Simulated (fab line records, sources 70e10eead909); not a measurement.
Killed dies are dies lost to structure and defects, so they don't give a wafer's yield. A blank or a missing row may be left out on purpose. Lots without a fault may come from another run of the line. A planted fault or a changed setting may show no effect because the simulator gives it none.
Chamber matching | flow nand_harc | NHARC_A_CHANNEL_FILL_D2_ALD_25 on ald_hk-01: 4 sister chambers
The step deposits SiOx, target thk 60 nm, pulse time 10 s, ald cycles 600. 18 wafers are shown with their chamber, then 9 later ones without.

WAFERS WITH THEIR CHAMBER
wafer  | chamber | heater_power_w (W) | precursor_pulse_height_rel
L075.1 | 0       | 465                | 1.013
L075.5 | 0       | 445                | 0.961
L075.6 | 3       | 453                | 0.994
L077.2 | 0       | 450                | 0.961
L077.5 | 1       | 445                | 1.008
L077.6 | 0       | 452                | 1.031
L080.4 | 2       | 457                | 1.026
L080.5 | 3       | 459                | 0.998
L080.6 | 2       | 468                | 0.999
L082.4 | 1       | 439                | 0.999
L082.3 | 0       | 453                | 1.003
L082.5 | 1       | 443                | 1.036
L085.2 | 3       | 458                | 1.023
L085.3 | 0       | 460                | 0.984
L085.4 | 2       | 469                | 0.995
L087.2 | 1       | 447                | 0.989
L087.4 | 2       | 452                | 0.989
L087.5 | 1       | 446                | 1.006

SIGNATURES (means of the wafers above)
reading                    | chamber 0 | chamber 1 | chamber 2 | chamber 3 | scatter within a chamber
heater_power_w             | 454.17    | 444.00    | 461.50    | 456.67    | 6.14
precursor_pulse_height_rel | 0.99217   | 1.00760   | 1.00225   | 1.00500   | 0.0217
Rule: a wafer's distance from a chamber is the root of the sum, over the readings, of the square of ((its reading less the chamber's mean) divided by the reading's scatter). The wafer belongs to the nearest chamber; if the next one is less than 2 further off, it can't be placed. The scatter: the root of (the sum of the squares of (reading less its chamber's mean) over the shown wafers, divided by (wafers less chambers)).

WAFERS WITHOUT THEIR CHAMBER
wafer  | heater_power_w (W) | precursor_pulse_height_rel
L094.1 | 452                | 0.967
L094.4 | 453                | 1.007
L094.5 | 449                | 1.019
L093.3 | 471                | 1.015
L093.5 | 465                | 1.003
L093.6 | 452                | 1.009
L096.1 | 452                | 0.985
L096.5 | 455                | 0.998
L096.6 | 449                | 0.974

WHICH CHAMBER EACH WENT THROUGH
wafer  | from the rows above               | in truth
L094.1 | can't be placed: 0 or 3 or 2 or 1 | 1
L094.4 | can't be placed: 3 or 0 or 2 or 1 | 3
L094.5 | can't be placed: 1 or 3 or 0 or 2 | 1
L093.3 | can't be placed: 2 or 3 or 0      | 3
L093.5 | can't be placed: 2 or 3 or 0      | 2
L093.6 | can't be placed: 3 or 0 or 1 or 2 | 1
L096.1 | can't be placed: 0 or 3 or 1 or 2 | 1
L096.5 | can't be placed: 0 or 3 or 2 or 1 | 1
L096.6 | can't be placed: 0 or 1 or 3 or 2 | 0
Placed correctly: 0 of 9. Can't be placed from these rows: 9 (the true chamber is among the candidates in 9). Placed wrongly: 0.
